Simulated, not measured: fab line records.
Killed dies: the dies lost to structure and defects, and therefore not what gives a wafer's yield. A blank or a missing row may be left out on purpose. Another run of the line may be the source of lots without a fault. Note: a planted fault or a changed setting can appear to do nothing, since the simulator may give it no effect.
Split-lot experiment ; flow n5_finfet ; 39 wafers read from 7 lots, route of 1938 steps

== THE SPLIT ==
At N5_BEOL_M13_DESCUM_33 (chemistry O2, time 7.9 s), the setting time_s was moved away from the recipe's 7.9 s on 12 of the 39 wafers read, by -51.5% to +55.2%. This setting was run at the recipe's value on the other wafers.

No step appears in the file between the split and the reading.

== THE READING ==
coat_of_BEOL_M13_COAT_22.thk_nm (the simulator's own value, which no gauge read), in nm, at N5_BEOL_M13_ETCH_67 (etches SiARC in CF4, target depth 143 nm, time 238.3 s). There is no usual value for it anywhere in the file. Here, 27 wafers ran the recipe; their average is 211.7 nm with a standard deviation of 0.52 nm.

wafer;tool, chamber at the split;time_s as run, s;against the recipe;coat_of_BEOL_M13_COAT_22.thk_nm, nm;against lot-mates on the recipe
L074.1;rie_diel-03, 2,1;7.9;recipe;212.6;-
L074.2;rie_diel-03, 1;7.9;recipe;212.6;-
L074.4;rie_diel-03, 0;7.9;recipe;212.6;-
L074.3;rie_diel-03, 3;7.9;recipe;212;-
L074.5;rie_diel-03, 0;7.9;recipe;212.2;-
L074.6;rie_diel-03, 2,1;7.9;recipe;212.4;-
L076.1;rie_diel-04, 1,3;7.9;recipe;211.4;-
L076.4;rie_diel-04, 1,3;7.9;recipe;211.4;-
L076.2;rie_diel-04, 2;10.5;+32.9%;210.2;-1.1
L076.3;rie_diel-04, 0;7.9;recipe;211.2;-
L076.5;rie_diel-04, 1;10.5;+32.9%;211.6;+0.3
L076.6;rie_diel-04, 0;10.5;+32.9%;210.6;-0.7
L075.1;rie_diel-05, 3;7.9;recipe;211.2;-
L075.2;rie_diel-05, 1;12.26;+55.2%;209.6;-1.5
L075.3;rie_diel-05, 2;7.9;recipe;210.6;-
L075.4;rie_diel-05, 0;7.9;recipe;211.4;-
L075.5;rie_diel-05, 1;12.26;+55.2%;208.8;-2.3
L075.6;rie_diel-05, 0;12.26;+55.2%;208.4;-2.7
L078.1;rie_diel-04, 1,3;11.38;+44.1%;209.2;-2.0
L078.2;rie_diel-04, 0,2;7.9;recipe;211.2;-
L078.3;rie_diel-04, 3;7.9;recipe;211.4;-
L078.4;rie_diel-04, 0,2;7.9;recipe;211;-
L078.5;rie_diel-04, 1,3;11.38;+44.1%;209;-2.2
L078.6;rie_diel-04, 0;11.38;+44.1%;210.2;-1.0
L086.3;rie_diel-03, 1,3;7.9;recipe;211.6;-
L086.5;rie_diel-03, 2;7.9;recipe;211.4;-
L086.6;rie_diel-03, 1,3;7.9;recipe;211.8;-
L092.1;rie_diel-04, 0;7.9;recipe;211.8;-
L092.2;rie_diel-04, 2;7.9;recipe;211.6;-
L092.3;rie_diel-04, 1;7.9;recipe;212;-
L092.4;rie_diel-04, 0;7.9;recipe;211;-
L092.5;rie_diel-04, 1;7.9;recipe;211.2;-
L092.6;rie_diel-04, 2;7.9;recipe;212.2;-
L097.1;rie_diel-03, 0,2;7.9;recipe;211.8;-
L097.2;rie_diel-03, 0,2;7.9;recipe;211.6;-
L097.4;rie_diel-03, 1;7.9;recipe;211.6;-
L097.3;rie_diel-03, 3,1;3.834;-51.5%;213.4;+1.7
L097.5;rie_diel-03, 3,1;3.834;-51.5%;213.4;+1.7
L097.6;rie_diel-03, 0;3.834;-51.5%;213.2;+1.5
When a row names more than one chamber, that row covers several wafers, and the file does not tell which wafer ran in which chamber.

THE FIT
A straight line over all 39 wafers: coat_of_BEOL_M13_COAT_22.thk_nm changes by -0.0409 nm for each +1% of time_s; r = -0.88; the points scatter about the line by 0.57 nm.
The same after taking each lot's own level away (the mean of its wafers on the recipe; 39 wafers): -0.0341 nm for each +1%; r = -0.91; scatter 0.4 nm.
Per that fit: largest time_s move, reading shift of 1.9 nm.
Measured against the standard deviation above, the lots' own levels, which go from 211.07 to 212.40 nm, span 2.6 times it.
So the lot-to-lot level changes the slope: the two fits differ.
Check: -1.94 nm against its lot-mates is what the line predicts for one of the wafers moved furthest among these (+55.2%) when that wafer is left out of the fit. Against them it came out at -1.47 nm.

== FURTHER SPLITS ON THESE WAFERS ==
Note: prior to the reading, these wafers also went through further splits. Each is held against what the fit with the lots' levels taken away leaves over:
other split on the same wafers;wafers away from the commonest value;r with coat_of_BEOL_M13_COAT_22.thk_nm (lot level and that fit taken away)
N5_BEOL_M9_DEP_56 target_thk_a;12;+0.05

== THE WHOLE CHAIN: every reading that the file lists as answering this split, in the file's order ==
step;what it does;reading;change (the file's fit);r (the file's)
N5_BEOL_M13_DESCUM_33;chemistry O2, time 7.9 s;coat_of_BEOL_M13_COAT_22.thk_nm (the simulator's own value, which no gauge read);-0.0329 nm for each +1% of the setting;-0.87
N5_BEOL_M13_ETCH_67;etches SiARC in CF4, target depth 143 nm, time 238.3 s;coat_of_BEOL_M13_COAT_22.thk_nm (the simulator's own value, which no gauge read);-0.0341 nm for each +1% of the setting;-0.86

== FILE'S OWN FIT ==
coat_of_BEOL_M13_COAT_22.thk_nm changes by -0.0341 nm for each +1% of time_s, r = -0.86.
